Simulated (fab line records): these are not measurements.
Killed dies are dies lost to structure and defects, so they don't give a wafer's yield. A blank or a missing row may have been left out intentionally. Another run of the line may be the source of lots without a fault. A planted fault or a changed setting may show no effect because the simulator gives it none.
Struck lot and sound lot, side by side | flow nand harc | 14 out of 1159 route steps
Sound: the wafers L512.2, L512.3, L512.4. Struck: wafers L519.2, L519.4, L519.5. The cause is named last.
Per side, at each step with rows, come the tool, then ch with its chambers, and then its first start. Under that, the readings that differ: sound wafers | struck wafers | difference of the means | sigmas: that difference in standard deviations of wafers without a fault.
alike: a reading whose means differ by less than 2 such deviations, as well as words and numbers matching on both sides. not compared: withheld readings; readings where some wafer has no value; bounds like >300 that might hide an equal value; numbers whose values overlap and for which the record gives no deviation.
Wherever a step has rows on one side only, a row that says differs or no value, or a row with sigmas, the two part there. Numbers that have no deviation but don't overlap get no sigmas and don't part them. A reading missing from all wafers of one side parts the sides only when that side holds two or more wafers.

first, 2 steps without rows for these wafers: NHARC_A_CONTACT_ETCH_112 (etches the open film in C4F8/O2/Ar, time 94 s, target depth 922 nm); NHARC_A_CONTACT_ETCH_113 (etches the open film in C4F8/O2/Ar, time 94 s, target depth 922 nm).
NHARC_A_CONTACT_ETCH_114: etches the open film in C4F8/O2/Ar, time 94 s, target depth 922 nm.
  sound on har cap etch-02 ch 0,1, day 16 21:50; struck on har cap etch-01 ch 0,1, day 19 07:14
  alike: run length s
  not compared: rf hours counter h
NHARC_A_CONTACT_ETCH_115: etches the open film in C4F8/O2/Ar, time 94 s, target depth 922 nm.
  sound on har cap etch-02 ch 0,1, day 16 21:55; struck on har cap etch-01 ch 0,1, day 19 07:24
  alike: run length s
  not compared: rf hours counter h
then, 1 step without rows for these wafers: NHARC_A_CONTACT_ETCH_116 (etches the open film in C4F8/O2/Ar, time 94 s, target depth 922 nm).
NHARC_A_CONTACT_ETCH_117: etches the open film in C4F8/O2/Ar, time 94 s, target depth 922 nm.
  sound on har cap etch-02 ch 0,1, day 16 22:06; struck on har cap etch-01 ch 0,1, day 19 07:44
  alike: run length s
  not compared: rf hours counter h
then, 1 step without rows for these wafers: NHARC_A_CONTACT_ETCH_118 (etches the open film in C4F8/O2/Ar, time 94 s, target depth 922 nm).
NHARC_A_CONTACT_ETCH_119: etches the open film in C4F8/O2/Ar, time 94 s, target depth 922 nm.
  sound on har cap etch-02 ch 0,1, day 16 22:17; struck on har cap etch-01 ch 0,1, day 19 08:03
  alike: run length s
  not compared: rf hours counter h
then, 1 step without rows for these wafers: NHARC_A_CONTACT_ETCH_120 (etches the open film in C4F8/O2/Ar, time 94 s, target depth 922 nm).
NHARC_A_CONTACT_ETCH_121: etches the open film in C4F8/O2/Ar, time 94 s, target depth 922 nm.
  sound on har cap etch-02 ch 0,1, day 16 22:28; struck on har cap etch-01 ch 0,1, day 19 08:22
  alike: run length s
  not compared: rf hours counter h
then, 2 steps without rows for these wafers: NHARC_A_CONTACT_ETCH_122 (etches the open film in C4F8/O2/Ar, time 95 s, target depth 930 nm); NHARC_A_CONTACT_ETCH_123 (etches the open film in C4F8/O2/Ar, time 253 s, target depth 1090 nm).
NHARC_A_CONTACT_ETCH_90: etches the open film in CH3F/O2, target depth 40 nm, time 85.7 s.
  sound on rie diel-06 ch 0,1,2, day 16 23:15; struck on rie diel-06 ch 0,1,3, day 19 09:23
  reading          | sound             | struck         | difference | sigmas
  run length s (s) | 107.4 106.8 107.3 | 73.6 74.0 73.6 | -33.4      | -70
  alike: ch3f flow sccm, drypump motor current A, oes product au, rf vpp V, showerhead plenum p Torr, throttle valve pct
  not compared: rf hours counter h
then, 1 step without rows for these wafers: NHARC_A_CONTACT_ETCH_96 (etches the open film in C4F6/O2, target depth 20 nm, time 10 s).

## WHERE THEY PART
Only at NHARC_A_CONTACT_ETCH_90, as far as this record shows.

WHY: the cause the simulator had injected
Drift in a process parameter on rie diel-06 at NHARC_A_CONTACT_ETCH_90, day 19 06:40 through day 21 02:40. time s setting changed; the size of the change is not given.
